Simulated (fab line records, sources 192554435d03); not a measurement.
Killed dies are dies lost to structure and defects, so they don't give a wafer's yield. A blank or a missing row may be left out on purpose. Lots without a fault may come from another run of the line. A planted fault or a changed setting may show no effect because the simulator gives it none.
Split-lot experiment | flow n5_finfet | 7 lots, 21 wafers read, on a route of 1938 steps

THE SPLIT
At N5_GATE_CUT_DESCUM_18 (chemistry O2, time 7 s), the setting time_s was moved away from the recipe's 7 s on 4 of the 21 wafers read, by -9.7% to +18.3%. The other wafers ran this setting at the recipe's value.

The file shows no step between the split and the reading.

THE READING
CAR-EUV_of_GATE_CUT_COAT_07.thk_nm (the simulator's own value, which no gauge read), in nm, at N5_GATE_CUT_ETCH_28 (etches underlayer in N2/H2, target depth 13 nm, time 10.4 s). The file gives no usual value for it. The 17 wafers here that ran the recipe average 14.7 nm, standard deviation 0.096 nm.

wafer  | tool, chamber at the split | time_s as run, s | against the recipe | CAR-EUV_of_GATE_CUT_COAT_07.thk_nm, nm | against lot-mates on the recipe
L076.2 | rie_diel-03, 3,2           | 7                | recipe             | 14.6                                   | -
L076.4 | rie_diel-03, 3,2           | 7                | recipe             | 14.6                                   | -
L076.6 | rie_diel-03, 1             | 6.553            | -6.4%              | 14.8                                   | +0.2
L078.1 | rie_diel-02, 0,2,0         | 7                | recipe             | 14.8                                   | -
L078.3 | rie_diel-02, 0,2,0         | 7                | recipe             | 14.6                                   | -
L078.6 | rie_diel-02, 0,2,0         | 7                | recipe             | 14.6                                   | -
L079.2 | rie_diel-03, 0             | 7                | recipe             | 14.8                                   | -
L079.6 | rie_diel-03, 3             | 7                | recipe             | 14.8                                   | -
L079.5 | rie_diel-03, 2             | 6.323            | -9.7%              | 15.2                                   | +0.4
L083.3 | rie_diel-02, 0,2,0         | 7                | recipe             | 14.6                                   | -
L083.5 | rie_diel-02, 0,2,0         | 7                | recipe             | 14.6                                   | -
L083.6 | rie_diel-02, 0,2,0         | 7                | recipe             | 14.6                                   | -
L086.1 | rie_diel-03, 3             | 7                | recipe             | 14.6                                   | -
L086.5 | rie_diel-03, 3             | 7                | recipe             | 14.6                                   | -
L086.6 | rie_diel-03, 0             | 8.279            | +18.3%             | 14.2                                   | -0.4
L094.2 | rie_diel-03, 2,1           | 7                | recipe             | 14.8                                   | -
L094.6 | rie_diel-03, 2,1           | 7                | recipe             | 14.8                                   | -
L094.3 | rie_diel-03, 3             | 7.74             | +10.6%             | 14.4                                   | -0.4
L096.2 | rie_diel-03, 1,3           | 7                | recipe             | 14.6                                   | -
L096.5 | rie_diel-03, 1,3           | 7                | recipe             | 14.6                                   | -
L096.6 | rie_diel-03, 0             | 7                | recipe             | 14.8                                   | -
Where a row lists several chambers, the file gives one row for several wafers and doesn't say which wafer went through which chamber.

THE FIT
A straight line over all 21 wafers: CAR-EUV_of_GATE_CUT_COAT_07.thk_nm changes by -0.0303 nm for each +1% of time_s; r = -0.84; the points scatter about the line by 0.11 nm.
The same after taking each lot's own level away (the mean of its wafers on the recipe; 21 wafers): -0.0289 nm for each +1%; r = -0.92; scatter 0.07 nm.
On that fit, the largest move of time_s shifts the reading by 0.53 nm.
The lots' own levels span 14.60 to 14.80 nm, that is 2.1 times the standard deviation above.
So the lot-to-lot level changes the slope little: the two slopes agree.
Check: with one of the wafers moved furthest among these (+18.3%) left out of the fit, the line predicts -0.697 nm for it against its lot-mates. It came out at -0.4 nm against them.

OTHER SPLITS ON THESE WAFERS
These wafers also went through other splits before the reading. Each is held against what the fit with the lots' levels taken away leaves over:
other split on the same wafers | wafers away from the commonest value | r with CAR-EUV_of_GATE_CUT_COAT_07.thk_nm (lot level and that fit taken away)
N5_ILD0_CMP_03 down_force_psi  | 8                                    | -0.10
N5_ILD0_CMP_12 down_force_psi  | 9                                    | -0.02

THE WHOLE CHAIN: every reading that the file lists as answering this split, in the file's order
step                  | what it does                                                | reading                                                                             | change (the file's fit)                | r (the file's)
N5_GATE_CUT_DESCUM_18 | chemistry O2, time 7 s                                      | CAR-EUV_of_GATE_CUT_COAT_07.thk_nm (the simulator's own value, which no gauge read) | -0.0271 nm for each +1% of the setting | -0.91
N5_GATE_CUT_ETCH_28   | etches underlayer in N2/H2, target depth 13 nm, time 10.4 s | CAR-EUV_of_GATE_CUT_COAT_07.thk_nm (the simulator's own value, which no gauge read) | -0.0288 nm for each +1% of the setting | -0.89

THE FILE'S OWN FIT
CAR-EUV_of_GATE_CUT_COAT_07.thk_nm changes by -0.0288 nm for each +1% of time_s, r = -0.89.
